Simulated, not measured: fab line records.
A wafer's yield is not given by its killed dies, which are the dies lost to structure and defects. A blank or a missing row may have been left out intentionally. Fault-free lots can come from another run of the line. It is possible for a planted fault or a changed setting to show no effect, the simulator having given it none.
Which tool is to blame? + flow nand harc + 33 wafers from 11 lots sampled at 5 of the route's 1302 steps

WHAT THE GAUGES SHOWED, per wafer
NHARC_END_SORT_01.
| lot  | measured     | on        | killed dies |
|------|--------------|-----------|-------------|
| L288 | day 25 06:03 | prober-01 | 76 68 63    |
| L294 | day 26 21:34 | prober-02 | 60 57 69    |
| L295 | day 27 08:33 | prober-01 | 84 82 85    |
| L296 | day 27 23:50 | prober-02 | 62 48 61    |
| L299 | day 28 11:41 | prober-02 | 46 44 52    |
| L302 | day 30 04:41 | prober-02 | 340 446 337 |
| L303 | day 30 22:38 | prober-02 | 363 366 360 |
| L305 | day 31 15:04 | prober-02 | 74 73 60    |
| L308 | day 33 00:31 | prober-01 | 70 57 54    |
| L309 | day 33 08:15 | prober-02 | 65 75 59    |
| L310 | day 33 19:42 | prober-02 | 49 45 46    |

TOOL THAT RAN EACH LOT (tool first, then ch and the chambers of the sampled wafers, then the start)
| lot  | NHARC_A_STAIRCASE_ETCH_13          | NHARC_A_STAIRCASE_TRIM_14                     | NHARC_A_STAIRCASE_TRIM_20          | NHARC_A_STAIRCASE_TRIM_22                     |
|------|------------------------------------|-----------------------------------------------|------------------------------------|-----------------------------------------------|
| L288 | rie diel-06 ch 1,2,3, day 16 16:50 | rie diel-06 ch 1,2, day 16 17:59 or earlier   | rie diel-07 ch 0,1,3, day 16 17:59 | rie diel-07 ch 1,2, day 25 06:03 or earlier   |
| L294 | rie diel-06 ch 0,1,2, day 18 10:11 | rie diel-06 ch 0,1,3, day 18 11:04 or earlier | rie diel-06 ch 2,3, day 18 11:04   | rie diel-06 ch 0,2,3, day 26 21:34 or earlier |
| L295 | rie diel-08 ch 0,1,2, day 18 20:40 | rie diel-08 ch 0,2,3, day 18 22:00 or earlier | rie diel-07 ch 0,1, day 18 22:00   | rie diel-07 ch 0,1,3, day 27 08:33 or earlier |
| L296 | rie diel-07 ch 1,2,3, day 19 09:15 | rie diel-07 ch 1,2,3, day 19 10:07 or earlier | rie diel-06 ch 0,1,2, day 19 10:07 | rie diel-06 ch 0,1,3, day 27 23:50 or earlier |
| L299 | rie diel-07 ch 0,3, day 20 04:22   | rie diel-07 ch 1,2, day 20 05:28 or earlier   | rie diel-08 ch 1,2, day 20 05:28   | rie diel-08 ch 2,3, day 28 11:41 or earlier   |
| L302 | rie diel-08 ch 0,1,2, day 21 15:24 | rie diel-08 ch 0,1,2, day 21 16:20 or earlier | rie diel-08 ch 0,2,3, day 21 16:20 | rie diel-08 ch 0,1,2, day 30 04:41 or earlier |
| L303 | rie diel-08 ch 0,3, day 22 07:15   | rie diel-08 ch 0,3, day 22 08:30 or earlier   | rie diel-08 ch 0,2, day 22 08:30   | rie diel-08 ch 0,3, day 30 22:38 or earlier   |
| L305 | rie diel-06 ch 2,3, day 23 07:20   | rie diel-06 ch 0,1,3, day 23 08:16 or earlier | rie diel-06 ch 0,2,3, day 23 08:16 | rie diel-06 ch 2,3, day 31 15:04 or earlier   |
| L308 | rie diel-07 ch 0,2,3, day 24 07:50 | rie diel-07 ch 0,2,3, day 24 08:42 or earlier | rie diel-07 ch 0,2,3, day 24 08:42 | rie diel-07 ch 1,2,3, day 33 00:31 or earlier |
| L309 | rie diel-07 ch 0,2, day 24 16:48   | rie diel-07 ch 0,1,2, day 24 20:28 or earlier | rie diel-08 ch 0,1,2, day 24 20:28 | rie diel-08 ch 0,1,3, day 33 08:15 or earlier |
| L310 | rie diel-07 ch 2,3, day 25 02:42   | rie diel-07 ch 1,3, day 25 04:43 or earlier   | rie diel-07 ch 0,3, day 25 04:43   | rie diel-07 ch 1,2,3, day 33 19:42 or earlier |
- NHARC_A_STAIRCASE_ETCH_13: etches the open film in C4F8/O2, target depth 100 nm, time 40.5 s.
- NHARC_A_STAIRCASE_TRIM_14: chemistry O2, time 211.2 s.
- NHARC_A_STAIRCASE_TRIM_20: chemistry O2, time 211.2 s.
- NHARC_A_STAIRCASE_TRIM_22: chemistry O2, time 211.2 s.

THE ANSWER, worked out from the rows above alone
Rule: the usual values come from the lots themselves. The widest of any qualifying gaps counts: lots, ordered by their means at a reading, are off when they make up no more than a third of the lots, leave a main group of 4 or more, and stand apart from it by 3 or more times the standard deviation of that group's means. If all means in a main group match to the digits the tables above print for the reading, that group is not used. Also off: a lot with no number at a reading for which 4 or more lots have one. Where the step has rows for the other lots, those lots are counted as sound.
Off: L302, L303 (NHARC_END_SORT_01, killed dies). The main group has a mean of 62 with a standard deviation of 11.
A tool fits if, at a process step before that reading, it ran every lot that is off, and no sound lot after the first of them. Those tools and the gauges at NHARC_END_SORT_01 are tried in the same way. With no start given for some of its lots, NHARC_A_STAIRCASE_TRIM_14 uses the hours and lot order of NHARC_A_STAIRCASE_TRIM_20. With no start given for some of its lots, NHARC_A_STAIRCASE_TRIM_22 uses the hours and lot order of NHARC_END_SORT_01. One fits: rie diel-08 at NHARC_A_STAIRCASE_ETCH_13 and NHARC_A_STAIRCASE_TRIM_14. At NHARC_A_STAIRCASE_ETCH_13 its last sound lot is L295 (day 18 20:40), its first lot that is off L302 (day 21 15:24): a fault that began between those two fits.

WHAT WAS PUT IN BY THE SIMULATOR
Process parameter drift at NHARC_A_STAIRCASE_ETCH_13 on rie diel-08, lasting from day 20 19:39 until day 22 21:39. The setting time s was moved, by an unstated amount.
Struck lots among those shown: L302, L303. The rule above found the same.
